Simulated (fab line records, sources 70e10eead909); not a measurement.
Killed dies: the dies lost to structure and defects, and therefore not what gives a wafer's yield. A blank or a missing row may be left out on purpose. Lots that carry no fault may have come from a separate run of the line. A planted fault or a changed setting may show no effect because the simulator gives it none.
Struck lot and sound lot, side by side | flow nandHarc | 14 out of 1159 route steps
Sound: wafers L178.1, L178.4, L178.6. Wafers struck: L181.1, L181.4, L181.6. At the end, the cause is stated.
Each step with rows lists, per side, the tool, then ch with its chambers, then its first start. Under that, the readings that differ: sound wafers | struck wafers | difference of the means | sigmas: that difference in standard deviations of wafers without a fault.
alike: words and numbers the same on both sides, and readings whose means are apart by under 2 such deviations; not compared: readings that were withheld, readings missing a value for some wafer, numbers with overlapping values and no deviation given by the record, and bounds like >300 which may hide the same value.
Wherever a step has rows on one side only, a row that says differs or no value, or a row with sigmas, the two part there. Numbers that don't overlap but have no deviation are shown without sigmas and don't part them. Lack of a reading on every wafer of one side parts them only where that side has two or more wafers.

first, 1 step without rows for these wafers: NHARC_A_CHANNEL_HOLE_D1_STRIP_43 (strips in O2/COS).
NHARC_A_CHANNEL_HOLE_D1_ETCH_44: etches the open film in CF4/O2, target depth 140 nm, overetch 14 nm, time 77 s.
  sound on rieDiel-13 ch 0,2, day 10 12:29; struck on rieDiel-13 ch 0,1,2, day 11 23:19
  alike: biasW, drypumpMotorCurrentA, oes_o_777_au, oesProductAu, rfFwdPowerW, rfVppV, showerheadPlenumPTorr, throttleValvePct
  not compared: rfHoursCounterH
then, 3 steps without rows for these wafers: NHARC_A_CHANNEL_HOLE_D1_STRIP_27 (strips in O2); NHARC_A_CHANNEL_HOLE_D1_PRECLEAN_28 (cleans in SC1); NHARC_A_CHANNEL_HOLE_D1_SRD_29.
NHARC_A_CHANNEL_HOLE_D1_CD_MEAS_30:
  sound on cdSem-02 at day 10 13:16; struck on cdSem-01 at day 12 00:07
  alike: cdNm
NHARC_A_CHANNEL_HOLE_D1_XSEM_31:
  sound on xsem-01 ch 0, day 10 13:22; struck on xsem-02 ch 0, day 12 00:13
reading    | sound          | struck         | difference | sigmas
bowNm (nm) | 8.45 8.46 8.45 | 9.30 9.27 9.28 | +0.83      | +3
  alike: botCdNm, tiltDeg
NHARC_A_CHANNEL_HOLE_D1_INSPECT_40:
  sound on defectInspect-01 at day 10 13:29; struck on defectInspect-02 at day 12 00:19
  alike: rawDefectCount
then, 2 steps without rows for these wafers: NHARC_A_CHANNEL_FILL_D1_PRECLEAN_00 (cleans in SC1); NHARC_A_CHANNEL_FILL_D1_SRD_01.
NHARC_A_CHANNEL_FILL_D1_ALD_02: deposits SiO2, target thk 6 nm, pulse time 10 s, ald cycles 60.
  sound on aldHk-03 ch 0,1,3, day 10 13:40; struck on aldHk-02 ch 2,3, day 12 00:31
reading            | sound | struck               | difference                   | sigmas
susceptorTempC (C) | - - - | 300.25 300.22 299.90 | no value on the sound wafers | 
  alike: aldCycles, heaterPowerW, precursorPulseHeightRel
NHARC_A_CHANNEL_FILL_D1_ALD_03: deposits SiNx, target thk 6 nm, pulse time 60 s, ald cycles 58.
  sound on aldSinBatch-02 ch 0; struck on aldSinBatch-02 ch 0
  alike: aldCycles, precursorPulseHeightRel, susceptorTempC
NHARC_A_CHANNEL_FILL_D1_ALD_14: deposits SiO2, target thk 2.5 nm, pulse time 10 s, ald cycles 25.
  sound on aldHk-02 ch 2,3, day 10 22:53; struck on aldHk-04 ch 0,2, day 12 05:31
reading   | sound    | struck   | difference | sigmas
aldCycles | 25 25 25 | 32 32 32 | +7         | 
  alike: heaterPowerW, precursorPulseHeightRel, susceptorTempC
NHARC_A_CHANNEL_FILL_D1_ALD_15: deposits SiNx, target thk 2 nm, pulse time 60 s, ald cycles 19.
  sound on aldSinBatch-01 ch 0, day 11 02:14; struck on aldSinBatch-03 ch 0
reading            | sound | struck            | difference                   | sigmas
susceptorTempC (C) | - - - | 630.2 629.7 630.0 | no value on the sound wafers | 
  alike: aldCycles, precursorPulseHeightRel

## WHERE THEY PART
Earliest at NHARC_A_CHANNEL_HOLE_D1_XSEM_31; latest, in this record, at NHARC_A_CHANNEL_FILL_D1_ALD_15.

WHY: what the simulator had put in
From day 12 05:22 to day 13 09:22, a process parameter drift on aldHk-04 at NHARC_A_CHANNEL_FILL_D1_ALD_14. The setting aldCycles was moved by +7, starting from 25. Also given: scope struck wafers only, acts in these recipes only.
